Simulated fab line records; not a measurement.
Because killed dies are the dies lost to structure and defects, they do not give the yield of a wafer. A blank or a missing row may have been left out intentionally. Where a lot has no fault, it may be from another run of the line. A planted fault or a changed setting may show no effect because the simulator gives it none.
Split-lot trial | flow n5 finfet | on a route of 1938 steps: 7 lots, 21 wafers read

ABOUT THE SPLIT
At N5_BEOL_M12_COAT_04 (resist thk 400 nm), the setting spin rpm was moved away from the recipe's 1625 rpm on 5 of the 21 wafers read, by -8.9% to -3.4%. This setting was run at the recipe's value on the other wafers.

No step appears in the file between the split and the reading.

THE READING
coat_of_BEOL_M12_COAT_04.thk nm (the simulator's own value, which no gauge read), in nm, at N5_BEOL_M12_ETCH_59 (etches BARC in N2/H2, target depth 89 nm, overetch 26.7 nm, time 67.9 s). There is no usual value for it anywhere in the file. Across the 16 wafers here that went through the recipe, the average is 316.9 nm and the standard deviation 2.4 nm.

wafer  | tool, chamber at the split | spin rpm as run, rpm | against the recipe | coat_of_BEOL_M12_COAT_04.thk nm, nm | against lot-mates on the recipe
L074.2 | litho track-03, 0          | 1625                 | recipe             | 316.6                               | -
L074.3 | litho track-03, 0          | 1625                 | recipe             | 316.4                               | -
L074.4 | litho track-03, 0          | 1625                 | recipe             | 316.8                               | -
L085.2 | litho track-01, 0          | 1565                 | -3.7%              | 328                                 | no lot-mate on the recipe
L085.3 | litho track-01, 0          | 1565                 | -3.7%              | 326.2                               | no lot-mate on the recipe
L085.4 | litho track-01, 0          | 1565                 | -3.7%              | 326.4                               | no lot-mate on the recipe
L088.3 | litho track-02, 0          | 1625                 | recipe             | 315.8                               | -
L088.4 | litho track-02, 0          | 1569                 | -3.4%              | 326.6                               | +11.1
L088.5 | litho track-02, 0          | 1625                 | recipe             | 315.2                               | -
L086.1 | litho track-03, 0          | 1625                 | recipe             | 315.4                               | -
L086.4 | litho track-03, 0          | 1625                 | recipe             | 321.8                               | -
L086.6 | litho track-03, 0          | 1625                 | recipe             | 320.8                               | -
L092.3 | litho track-03, 0          | 1625                 | recipe             | 315.2                               | -
L092.5 | litho track-03, 0          | 1625                 | recipe             | 315.8                               | -
L092.6 | litho track-03, 0          | 1625                 | recipe             | 312.2                               | -
L091.1 | litho track-01, 0          | 1625                 | recipe             | 317                                 | -
L091.4 | litho track-01, 0          | 1625                 | recipe             | 321                                 | -
L091.5 | litho track-01, 0          | 1625                 | recipe             | 318.2                               | -
L095.2 | litho track-01, 0          | 1625                 | recipe             | 317.6                               | -
L095.3 | litho track-01, 0          | 1480                 | -8.9%              | 337.4                               | +20.9
L095.5 | litho track-01, 0          | 1625                 | recipe             | 315.4                               | -

THE FIT
A straight line over all 21 wafers: coat_of_BEOL_M12_COAT_04.thk nm changes by -2.44 nm for each +1% of spin rpm; r = -0.93; the points scatter about the line by 2.3 nm.
The same after taking each lot's own level away (the mean of its wafers on the recipe; 18 wafers): -2.44 nm for each +1%; r = -0.95; scatter 1.8 nm.
According to that fit, moving spin rpm by its largest amount changes the reading by 22 nm.
The span of the lots' own levels, 314.40 to 319.33 nm, comes to 2.0 times the standard deviation stated above.
So the lot-to-lot level changes the slope little: the two slopes agree.
Check: with one of the wafers moved furthest among these (-8.9%) left out of the fit, the line predicts +28.7 nm for it against its lot-mates. Against them it came out at +20.9 nm.

OTHER SPLITS APPLIED TO THESE WAFERS
Note: prior to the reading, these wafers also went through further splits. Each is held against what the fit with the lots' levels taken away leaves over:
other split on the same wafers | wafers away from the commonest value | r with coat_of_BEOL_M12_COAT_04.thk nm (lot level and that fit taken away)
N5_BEOL_M8_ETCH_62 time s      | 7                                    | -0.27
N5_BEOL_M9_DESCUM_16 time s    | 8                                    | -0.15
N5_BEOL_M10_COAT_63 spin rpm   | 5                                    | -0.16
N5_BEOL_M10_COAT_22 spin rpm   | 6                                    | +0.26
N5_BEOL_M10_VIA_ETCH_34 bias w | 10                                   | -0.18
N5_BEOL_M10_ETCH_41 source w   | 11                                   | -0.19

THE WHOLE CHAIN: every reading that the file lists as answering this split, in the file's order
step                 | what it does                                                            | reading                                                                          | change (the file's fit)              | r (the file's)
N5_BEOL_M12_COAT_04  | resist thk 400 nm                                                       | coat_of_BEOL_M12_COAT_04.thk nm (the simulator's own value, which no gauge read) | -2.04 nm for each +1% of the setting | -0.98
N5_BEOL_M12_ETCH_59  | etches BARC in N2/H2, target depth 89 nm, overetch 26.7 nm, time 67.9 s | coat_of_BEOL_M12_COAT_04.thk nm (the simulator's own value, which no gauge read) | -2.46 nm for each +1% of the setting | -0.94
N5_BEOL_M12_STRIP_63 | strips in N2/H2                                                         | strip time to endpoint s                                                         | withheld for each +1% of the setting | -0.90

THE FILE'S OWN FIT
coat_of_BEOL_M12_COAT_04.thk nm changes by -2.46 nm for each +1% of spin rpm, r = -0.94.
